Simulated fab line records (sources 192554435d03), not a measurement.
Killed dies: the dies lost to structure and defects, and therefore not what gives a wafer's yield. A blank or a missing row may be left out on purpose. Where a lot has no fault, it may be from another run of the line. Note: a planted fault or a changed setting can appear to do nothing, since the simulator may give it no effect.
Chamber matching ; flow n5-finfet ; N5_DUMMY_GATE_TRIM_49 on rie-si-06: 4 sister chambers
The step chemistry O2, time 29 s, target cd 14 nm. 16 wafers are shown with their chamber, then 8 later ones without.

## WAFERS WITH THEIR CHAMBER
wafer;chamber;throttle-valve-pct (%);oes-product-au (a.u.)
L077.2;3;8.17;0.956
L077.3;2;8.14;1.010
L077.6;2;8.15;0.999
L082.3;1;8.21;1.008
L082.5;3;8.19;0.967
L082.6;0;8.19;0.997
L083.2;2;8.14;1.014
L083.3;3;8.19;0.965
L083.5;0;8.18;0.988
L088.4;2;8.12;1.019
L088.5;1;8.21;0.981
L088.6;2;8.16;1.033
L090.4;3;8.18;0.971
L090.5;3;8.18;0.972
L090.6;0;8.17;0.994
L095.2;1;8.20;1.007

SIGNATURES, as means of the wafers listed above
reading;chamber 0;chamber 1;chamber 2;chamber 3;scatter within a chamber
throttle-valve-pct;8.1800;8.2067;8.1420;8.1820;0.0109
oes-product-au;0.99300;0.99867;1.01500;0.96620;0.0104
Rule: distance of a wafer from a chamber = root of the sum over the readings of ((wafer's reading minus chamber's mean) / reading's scatter) squared. If the next closest chamber is less than 2 further off than the closest, the wafer can't be placed; otherwise it belongs to the closest. The scatter: the root of (the sum of the squares of (reading less its chamber's mean) over the shown wafers, divided by (wafers less chambers)).

## WAFERS WITHOUT THEIR CHAMBER
wafer;throttle-valve-pct (%);oes-product-au (a.u.)
L095.5;8.20;0.979
L095.6;8.18;0.991
L096.2;8.20;1.001
L096.4;8.20;1.003
L096.5;8.18;1.002
L097.3;8.20;1.000
L097.4;8.20;0.967
L097.5;8.15;1.014

## THE CHAMBER EACH PASSED THROUGH
wafer;from the rows above;in truth
L095.5;can't be placed: 1 or 3 or 0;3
L095.6;0;0
L096.2;can't be placed: 1 or 0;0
L096.4;can't be placed: 1 or 0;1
L096.5;can't be placed: 0 or 1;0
L097.3;can't be placed: 1 or 0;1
L097.4;can't be placed: 3 or 0 or 1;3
L097.5;2;2
Correctly placed: 2 of 8. Not placeable from these rows: 6 (in 6, the candidates include the true chamber). 0 placed wrongly.
